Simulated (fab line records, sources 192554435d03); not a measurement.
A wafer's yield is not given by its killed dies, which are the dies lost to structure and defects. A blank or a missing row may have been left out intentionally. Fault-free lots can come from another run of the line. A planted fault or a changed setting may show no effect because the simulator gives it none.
Matching of chambers || flow n5-finfet || N5_BEOL_M12_ETCH_67 on rie-diel-03 has 4 sister chambers
The step etches SiARC in CF4, target depth 143 nm, time 238.3 s. 4 wafers are shown with their chamber, then 7 later ones without.

## WAFERS PAIRED WITH THEIR CHAMBERS
{"wafer": "L080.4", "chamber": 0, "throttle-valve-pct (%)": 15.92}
{"wafer": "L080.6", "chamber": 2, "throttle-valve-pct (%)": 15.73}
{"wafer": "L081.3", "chamber": 3, "throttle-valve-pct (%)": 15.38}
{"wafer": "L081.4", "chamber": 1, "throttle-valve-pct (%)": 15.48}

## WAFERS WITH NO CHAMBER GIVEN
{"wafer": "L081.5", "throttle-valve-pct (%)": 15.49}
{"wafer": "L083.4", "throttle-valve-pct (%)": 15.39}
{"wafer": "L083.5", "throttle-valve-pct (%)": 15.76}
{"wafer": "L083.6", "throttle-valve-pct (%)": 15.49}
{"wafer": "L095.4", "throttle-valve-pct (%)": 15.45}
{"wafer": "L095.5", "throttle-valve-pct (%)": 15.82}
{"wafer": "L095.6", "throttle-valve-pct (%)": 15.44}

## WHICH CHAMBER EACH WENT THROUGH
{"wafer": "L081.5", "from the rows above": 1, "in truth": 1}
{"wafer": "L083.4", "from the rows above": "can't be placed: 3 or 1", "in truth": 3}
{"wafer": "L083.5", "from the rows above": 2, "in truth": 2}
{"wafer": "L083.6", "from the rows above": 1, "in truth": 1}
{"wafer": "L095.4", "from the rows above": "can't be placed: 1 or 3", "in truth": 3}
{"wafer": "L095.5", "from the rows above": "can't be placed: 2 or 0", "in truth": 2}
{"wafer": "L095.6", "from the rows above": "can't be placed: 1 or 3", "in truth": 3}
Correctly placed: 3 of 7. These rows do not allow placing 4 (true chamber among the candidates in 4). Placed wrongly: 0.
How it was worked out, from the rows above alone: a wafer's distance from a chamber is the root of the sum, over the readings, of the square of ((its reading less the chamber's mean) divided by the reading's scatter). The wafer belongs to the nearest chamber; if the next one is less than 2 further off, it can't be placed. Each chamber's mean is taken over the wafers shown for it. The scatter: root of mean squared gap, hidden wafer to nearest shown wafer, with one shown wafer a chamber.
